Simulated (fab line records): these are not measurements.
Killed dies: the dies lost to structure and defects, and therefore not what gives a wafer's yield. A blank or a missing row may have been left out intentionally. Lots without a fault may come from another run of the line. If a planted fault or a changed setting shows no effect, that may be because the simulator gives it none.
Matching of chambers + flow nand_harc + rie_diel-06 running NHARC_P_M0_DESCUM_14: 4 sister chambers
The step chemistry O2, time 3 s. 14 wafers are shown with their chamber, then 7 later ones without.

== WAFERS, EACH WITH ITS CHAMBER ==
| wafer  | chamber | showerhead_plenum_p_Torr (Torr) | o2_flow_sccm (sccm) | oes_product_au (a.u.) |
|--------|---------|---------------------------------|---------------------|-----------------------|
| L415.1 | 3       | 1.97                            | 199.7               | 0.989                 |
| L415.2 | 2       | 1.82                            | 200.1               | 0.984                 |
| L415.5 | 0       | 1.92                            | 199.8               | 1.008                 |
| L416.1 | 1       | 2.03                            | 200.4               | 0.986                 |
| L416.2 | 2       | 1.82                            | 199.7               | 0.996                 |
| L416.5 | 2       | 1.82                            | 200.5               | 0.994                 |
| L417.1 | 3       | 1.97                            | 199.7               | 1.001                 |
| L417.3 | 2       | 1.82                            | 199.4               | 0.972                 |
| L417.6 | 0       | 1.92                            | 199.0               | 0.993                 |
| L421.2 | 0       | 1.92                            | 199.4               | 0.995                 |
| L421.4 | 2       | 1.82                            | 200.5               | 0.988                 |
| L421.5 | 3       | 1.97                            | 200.0               | 1.005                 |
| L430.2 | 2       | 1.81                            | 200.7               | 0.979                 |
| L430.4 | 3       | 1.96                            | 200.5               | 1.017                 |

SIGNATURES, as means of the wafers listed above
| reading                  | chamber 0 | chamber 1 | chamber 2 | chamber 3 | scatter within a chamber |
|--------------------------|-----------|-----------|-----------|-----------|--------------------------|
| showerhead_plenum_p_Torr | 1.9200    | 2.0300    | 1.8183    | 1.9675    | 0.00398                  |
| o2_flow_sccm             | 199.400   | 200.400   | 200.150   | 199.975   | 0.454                    |
| oes_product_au           | 0.99867   | 0.98600   | 0.98550   | 1.00300   | 0.00974                  |
Rule: for each reading, subtract the chamber's mean from the wafer's reading, divide by that reading's scatter and square the result; add these up over the readings and take the root, which gives the wafer's distance from the chamber. If the next closest chamber is less than 2 further off than the closest, the wafer can't be placed; otherwise it belongs to the closest. The scatter: the root of (the sum of the squares of (reading less its chamber's mean) over the shown wafers, divided by (wafers less chambers)).

== WAFERS WITHOUT THEIR CHAMBER ==
| wafer  | showerhead_plenum_p_Torr (Torr) | o2_flow_sccm (sccm) | oes_product_au (a.u.) |
|--------|---------------------------------|---------------------|-----------------------|
| L430.5 | 1.96                            | 200.3               | 0.996                 |
| L431.1 | 1.91                            | 200.1               | 0.994                 |
| L431.2 | 1.81                            | 199.5               | 0.968                 |
| L431.3 | 1.96                            | 199.5               | 1.004                 |
| L438.1 | 2.02                            | 200.1               | 1.006                 |
| L438.3 | 1.81                            | 199.3               | 0.981                 |
| L438.4 | 1.96                            | 199.2               | 1.011                 |

== CHAMBER TAKEN BY EACH ==
| wafer  | from the rows above | in truth |
|--------|---------------------|----------|
| L430.5 | 3                   | 3        |
| L431.1 | 0                   | 0        |
| L431.2 | 2                   | 2        |
| L431.3 | 3                   | 3        |
| L438.1 | 1                   | 1        |
| L438.3 | 2                   | 2        |
| L438.4 | 3                   | 3        |
Correct placement for 7 of the 7. From these rows, 0 cannot be placed. Number placed wrongly: 0.
